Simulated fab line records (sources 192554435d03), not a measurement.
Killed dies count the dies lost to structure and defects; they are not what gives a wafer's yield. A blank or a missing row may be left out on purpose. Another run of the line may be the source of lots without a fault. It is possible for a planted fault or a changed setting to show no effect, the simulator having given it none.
fab line records ; flow n5-finfet
record lots=4; wafers=11; last-day=21
route steps=1938 shown FIN_SAQP@106 BEOL_M4@1111
lots with no fault: from the same line, run without faults
start-h: the number of hours between the record's first day and the start of the first shown wafer of the lot ; wait-h: time in hours since the lot's previous step ; " unchanged from the row above ; L1.1+2: a single row standing in for several wafers ; - no value present, or no start provided ; * or withheld: withheld ; < > ~ a bound
route shown NAME@n: NAME is a module with steps in the file, n the number in the route of the first one ; usual: the fault-free wafers' mean and standard deviation ; same: alike in all rows ; chamber/n: place in a boat ; sites: per-site readings ; _std_site: their standard deviation ; _edge_site: mean of outer sites minus mean of inner sites ; radius-mm: for every site, how far away it sits from the centre of the wafer ; mask NAME#n: copy n ; behind: the last tool/chamber to shape the wafer ; hold: why the lot went on hold/how many hours it stayed there/how the hold came to an end ; device: which transistor (n, p or np) failed to switch ; end of line: at the end of the route, the tests of the same wafers ; a step given without rows: its recipe and nothing more ; killed: not the wafer's yield, but the dies lost to structure and defects at the first sort ; map: the dies of a wafer, with x for killed, . for not killed, _ for no die there
set.NAME: the setting as run; set.NAME@STEP: as run at that earlier step ; model.NAME: the simulator's own value behind a step, which no gauge read
lots seen at some steps along the route; tables by step, rows by wafer
services: the hour from which a tool's chamber was out of use, counted from the record's first day as start-h (under 0 if before that day), plus the number of hours and why
## steps
# step N5_FIN_SAQP_EBR_12
# recipe solvent=PGMEA; ebr-width-mm=1.5
# step N5_FIN_SAQP_SOFTBAKE_11
# recipe temp-c=110; time-s=60; resist=CAR-ArF
# step N5_FIN_SAQP_EXPOSE_13
# recipe mask-id=FIN_CORE; na=1.35; source-shape=dipole; sigma-inner=0.538; sigma-outer=0.738; polarization=te; target-cd-nm=35.6; dose-mj=63.25
# step N5_FIN_SAQP_PEB_14
# recipe peb-temp-c=withheld; peb-time-s=60; resist=CAR-ArF
# step N5_FIN_SAQP_DEVELOP_15
# recipe develop-time-s=30; developer=TMAH; resist=CAR-ArF; dev-temp-c=23; rinse-liquid=diw; dry=air-spin
# step N5_FIN_SAQP_DESCUM_21
# recipe chemistry=O2; time-s=7.9; source-power-w=50; bias-power-w=20; pressure-mtorr=20; rf-frequency-hz=2.712e+07; temp-c=40; resist=CAR-ArF; o2-flow-sccm=225
# step N5_FIN_SAQP_ETCH_51
# recipe chemistry=CF4; target=SiARC; target-depth-a=455; mask-material=CAR-ArF; time-s=75.8; ion-energy-ev=80; pressure-mtorr=40; source-w=545; bias-w=36; Ar_flow_sccm=100; cf4-flow-sccm=100; ends=cleared
# step N5_FIN_SAQP_ETCH_52
# recipe chemistry=N2/H2; target=SOC; target-depth-a=1000; overetch-a=200; mask-material=SiARC; temp-c=40; time-s=150; ion-energy-ev=200; pressure-mtorr=30; source-w=840; bias-w=150; n2-flow-sccm=200; h2-flow-sccm=200; ends=end-point
# step N5_FIN_SAQP_STRIP_53
# recipe chemistry=N2/H2; temp-c=40; n2-flow-sccm=200; h2-flow-sccm=200; rf-frequency-hz=6e+07
# step N5_FIN_SAQP_HM_OPEN_73
# recipe chemistry=CHF3/O2; target=SiO2; stop-on=a-Si; target-depth-a=120; over-etch-frac=1.8; mask-material=SOC; time-s=16.8; pressure-mtorr=30; source-w=650; bias-w=170; Ar_flow_sccm=200; CHF3_flow_sccm=50; O2_flow_sccm=5; ion-energy-ev=200; ends=end-point
# usual CHF3_flow_sccm=50.01/0.15; drypump-motor-current-A=5.9/0.41; oes-product-au=0.48/0.051; rf-vpp-V=528/17; showerhead-plenum-p-Torr=2.44/0.078; throttle-valve-pct=18.73/0.19
lot.wafer;tool;chamber;start-h;wait-h;CHF3_flow_sccm;drypump-motor-current-A;oes-product-au;rf-hours-counter-h;rf-vpp-V;showerhead-plenum-p-Torr;throttle-valve-pct;model.SOC_of_FIN_SAQP_COAT_49.thk-nm;model.SiARC_of_FIN_SAQP_COAT_50.thk-nm;model.a-Si_of_FIN_SAQP_PECVD_06.thk-nm
L398.1;rie-diel-04;2;88.54;0.0;50.13;5.7;0.49;68;552;2.43;18.58;100.1;4.041;58.85
L398.2;rie-diel-04;3;88.54;0.0;50.08;5.7;0.43;214;536;2.46;18.77;100.3;3.29;58.1
L403.1;rie-diel-04;0;118.59;0.0;49.98;5.1;0.42;221;492;2.35;18.96;99.91;6.577;59.24
L403.4;rie-diel-04;2;118.59;0.0;49.67;5.7;0.48;75;553;2.43;18.58;99.71;4.006;60.55
L403.5;rie-diel-04;3;118.59;0.0;49.96;5.7;0.43;-;534;2.46;18.79;93.55;0;55.97
L404.1;rie-diel-04;1;124.27;0.0;49.65;6.3;0.55;19;507;2.48;18.89;99.49;5.647;59.07
L404.2;rie-diel-04;3;124.27;0.0;50.04;5.6;0.42;224;536;2.46;18.79;93.32;0;55.97
L404.5;rie-diel-04;1;124.27;0.0;49.83;6.3;0.55;-;510;2.48;18.91;95.48;0;56.57
L408.2;rie-diel-05;1;148.93;0.0;49.85;6.2;0.57;3;557;2.56;18.81;100;3.678;60.61
L408.4;rie-diel-05;0;148.93;0.0;50.30;5.7;0.50;47;508;2.55;18.47;100;5.639;60.78
L408.5;rie-diel-05;3;148.93;0.0;49.86;6.7;0.55;-;524;2.58;18.64;100.2;4.774;59.77
# step N5_FIN_SAQP_STRIP_74
# recipe chemistry=CHF3/O2; resist=SiARC; rf-frequency-hz=6e+07
# step N5_FIN_SAQP_MANDREL_ETCH_22
# recipe target-depth-a=600; chemistry=HBr/Cl2; target=a-Si; stop-on=SiNx; bt-time-s=10; over-etch-frac=0.5; time-s=30; pressure-mtorr=10; icp-w=800; bias-w=75; HBr_flow_sccm=150; Cl2_flow_sccm=80; ends=end-point
# usual drypump-motor-current-A=5.9/0.41; mfc-cl2-sccm=80.00/0.25; oes-product-au=0.765/0.014; throttle-valve-pct=35.3/0.33
lot.wafer;tool;chamber;start-h;wait-h;drypump-motor-current-A;mfc-cl2-sccm;oes-product-au;rf-hours-counter-h;throttle-valve-pct;model.SOC_of_FIN_SAQP_COAT_49.thk-nm;model.etch.depth-nm
L398.1;rie-si-03;1;88.62;0.0;5.5;80.48;0.759;3;35.4;75.65;58.85
L398.2;rie-si-03;2;88.62;0.0;5.8;80.15;0.741;69;35.2;78.09;58.1
L403.1;rie-si-02;0;118.68;0.0;6.2;80.01;0.772;120;35.8;75.76;59.24
L403.4;rie-si-02;0;118.68;0.0;6.2;79.93;0.772;-;35.7;75.66;60.55
L403.5;rie-si-02;2;118.68;0.0;5.8;80.20;0.722;-;35.3;69.53;55.97
L404.1;rie-si-02;2;124.35;0.0;5.8;80.22;0.748;2;35.2;75.2;59.07
L404.2;rie-si-02;1;124.35;0.0;6.0;79.91;0.734;67;35.4;69.14;55.97
L404.5;rie-si-02;0;124.35;0.0;6.3;79.82;0.749;-;35.8;71.2;56.57
L408.2;rie-si-02;3;149.01;0.0;5.4;79.46;0.795;148;35.6;76;60.61
L408.4;rie-si-02;0;149.01;0.0;6.3;80.18;0.773;120;35.7;75.7;60.78
L408.5;rie-si-02;1;149.01;0.0;6.0;79.97;0.755;-;35.4;75.93;59.77
# step N5_FIN_SAQP_STRIP_55
# recipe chemistry=N2/H2; power-w=500; temp-c=40; pressure-mtorr=50; rf-frequency-hz=6e+07; overash-fraction=0.3; bias-power-w=28; h2-frac=0.5; n2-flow-sccm=300; h2-flow-sccm=300
# step N5_FIN_SAQP_STRIP_23
# recipe chemistry=SPM; time-s=750; temp-c=130; h2so4-h2o2-vol-ratio=4
# step N5_FIN_SAQP_SRD_66
# recipe dry=ipa-marangoni; time-s=30; temp-c=23; rinse-liquid=diw
# step N5_FIN_SAQP_RECESS_75
# recipe chemistry=HF/NH3; target=SiO2; target-depth-a=144; afs-cycles=3; temp-c=30; sublimation-temp-c=180; sublimation-time-s=60
# step N5_FIN_SAQP_SPACER1_ALD_24
# recipe material=SiO2; target-thk-a=203; temp-c=300; ald-precursor-family=BDEAS; ald-co-reactant=O2-plasma; pulse-time-s=1; purge-time-s=2; co-reactant-purge-time-s=2; ald-cycles=218; pressure-torr=2
# step N5_FIN_SAQP_SPACER1_ETCHBACK_25
# recipe chemistry=CHF3/O2; mode=anisotropic-etchback; target=SiO2; target-depth-a=244; time-s=12.2; pressure-mtorr=30; source-w=650; bias-w=170; Ar_flow_sccm=200; CHF3_flow_sccm=50; O2_flow_sccm=5; ion-energy-ev=200
# usual CHF3_flow_sccm=49.99/0.16; drypump-motor-current-A=5.9/0.4; oes-product-au=0.79/0.089; rf-vpp-V=527/16; showerhead-plenum-p-Torr=2.44/0.079; throttle-valve-pct=18.82/0.2
lot.wafer;tool;chamber;start-h;wait-h;CHF3_flow_sccm;drypump-motor-current-A;oes-product-au;rf-hours-counter-h;rf-vpp-V;showerhead-plenum-p-Torr;throttle-valve-pct;model.a-Si_of_FIN_SAQP_PECVD_06.thk-nm
L398.1;rie-diel-01;2;93.22;0.4;49.72;5.5;0.76;146;537;2.42;18.74;58
L398.2;rie-diel-01;1;93.22;0.4;49.92;6.0;0.70;205;532;2.37;19.04;57.2
L403.1;rie-diel-05;0;120.26;0.4;49.94;5.7;0.86;37;508;2.55;18.50;58.4
L403.4;rie-diel-05;1;120.26;0.4;50.28;6.2;0.67;-;547;2.27;19.24;59.6
L403.5;rie-diel-05;2;120.26;0.4;50.07;5.7;0.90;-;525;2.44;18.56;55
L404.1;rie-diel-04;1;125.87;0.4;49.64;6.3;0.93;19;510;2.48;18.98;58.2
L404.2;rie-diel-04;3;125.87;0.4;49.71;5.7;0.73;224;536;2.46;18.86;55
L404.5;rie-diel-04;2;125.87;0.4;50.13;5.7;0.82;-;551;2.43;18.66;55.6
L408.2;rie-diel-05;2;150.71;0.5;49.83;5.8;0.89;33;525;2.44;18.58;59.8
L408.4;rie-diel-05;0;150.71;0.5;50.08;5.7;0.84;48;508;2.54;18.54;59.8
L408.5;rie-diel-05;1;150.71;0.5;50.25;6.2;0.98;-;554;2.56;18.89;58.8
# step N5_FIN_SAQP_MANDREL1_REMOVE_56
# recipe chemistry=HBr/Cl2/O2; bt-time-s=10; target=a-Si; stop-on=SiNx; endpoint=OES-SiCl; over-etch-frac=1; icp-w=600; bias-w=22; HBr_flow_sccm=150; Cl2_flow_sccm=80; O2_flow_sccm=5; pressure-mtorr=10
# step N5_BEOL_M4_RC_MEAS_101
# usual DIBL_N=37.7/2; DIBL_P=37.7/2.3; IOFF_N=0.18/0.039; IOFF_P=0.23/0.042; ION_N=681/12; ION_P=463/8; SS_N=71.9/0.68; SS_P=73.6/0.71; VT_N=248/3.2; VT_P=-249/3.1
lot.wafer;tool;chamber;start-h;wait-h;DIBL_N[mV/V];DIBL_P[mV/V];IOFF_N[nA/um];IOFF_P[nA/um];ION_N[uA/um];ION_P[uA/um];SS_N[mV/dec];SS_P[mV/dec];VT_N[mV];VT_P[mV]
L398.1;prober-01;0;317.17;0.0;39.6;39.1;0.22;0.26;696;469;72.3;73.6;241;-246
L398.2;prober-01;0;317.17;0.0;39.3;39.7;0.19;0.27;701;477;71.6;73.5;246;-249
L404.1;prober-02;0;348.45;0.0;38.2;37.3;0.19;0.25;676;461;72.1;74.2;248;-250
L404.2;prober-02;0;348.45;0.0;37.6;35.4;0.19;0.23;685;471;71.3;73.7;245;-247
L404.5;prober-02;0;348.45;0.0;38.9;38.7;0.21;0.27;683;467;72.3;74.1;247;-248
L403.1;prober-02;0;358.09;0.0;38.6;40.4;0.19;0.24;691;463;72.3;74.5;250;-251
L403.4;prober-02;0;358.09;0.0;37.7;39.5;0.18;0.22;686;462;71.9;73.5;245;-251
L403.5;prober-02;0;358.09;0.0;36.3;36.7;0.15;0.20;661;452;71.0;72.9;252;-253
L408.2;prober-02;0;386.03;0.2;35.5;34.6;0.14;0.18;679;460;72.0;73.1;250;-251
L408.4;prober-02;0;386.03;0.2;39.0;39.1;0.19;0.24;673;460;71.9;73.8;249;-250
L408.5;prober-02;0;386.03;0.2;34.2;33.2;0.12;0.16;670;461;70.5;72.4;250;-251
## services
tool;chamber;start-h;hours;kind
rie-si-03;1;72.40;7.9;repair
rie-diel-05;3;89.42;-;clean
rie-diel-05;3;89.42;-;consumable-replace:focus-ring
rie-diel-05;3;89.42;-;consumable-replace:showerhead
rie-diel-05;3;89.42;32.7;scheduled-down
rie-diel-05;3;89.42;32.7;vent-cycle
rie-diel-05;-;89.99;15.6;pm
rie-diel-01;-;109.73;14.6;pm
rie-si-02;3;113.66;15.8;repair
rie-diel-05;1;122.16;-;clean
rie-diel-05;1;122.16;-;consumable-replace:focus-ring
rie-diel-05;1;122.16;-;consumable-replace:showerhead
rie-diel-05;1;122.16;17.9;scheduled-down
rie-diel-05;1;122.16;17.9;vent-cycle
rie-si-03;1;133.48;3.0;repair
rie-si-02;-;148.65;0.1;repair
## key
first-sign none at tools or gauges
model-effect step=N5_FIN_SAQP_HM_OPEN_73; value=SOC_of_FIN_SAQP_COAT_49.thk-nm; without=99.58; struck=94.11
model-effect step=N5_FIN_SAQP_MANDREL_ETCH_22; value=SOC_of_FIN_SAQP_COAT_49.thk-nm; without=75.42; struck=69.96
model-effect step=N5_FIN_SAQP_SPACER1_ETCHBACK_25; value=a-Si_of_FIN_SAQP_PECVD_06.thk-nm; without=58.13; struck=55.2
met-at N5_FIN_SAQP_HM_OPEN_73
struck-wafers L403.5,L404.2,L404.5
baseline-loss step=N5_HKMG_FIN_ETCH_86; wafers=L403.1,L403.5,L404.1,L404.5
onset-between 88.54 118.59
fault kind=process-parameter-drift; tool=rie-diel-04; chamber=-; onset-h=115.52; steps=N5_FIN_SAQP_HM_OPEN_73; channel=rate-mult; offset=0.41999; shape=step; end-h=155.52; scope=struck-wafers-only
# baseline-loss: these wafers lose ten dies or more at that step, a loss of the line's own and not of a fault; the sort's usual values leave them out
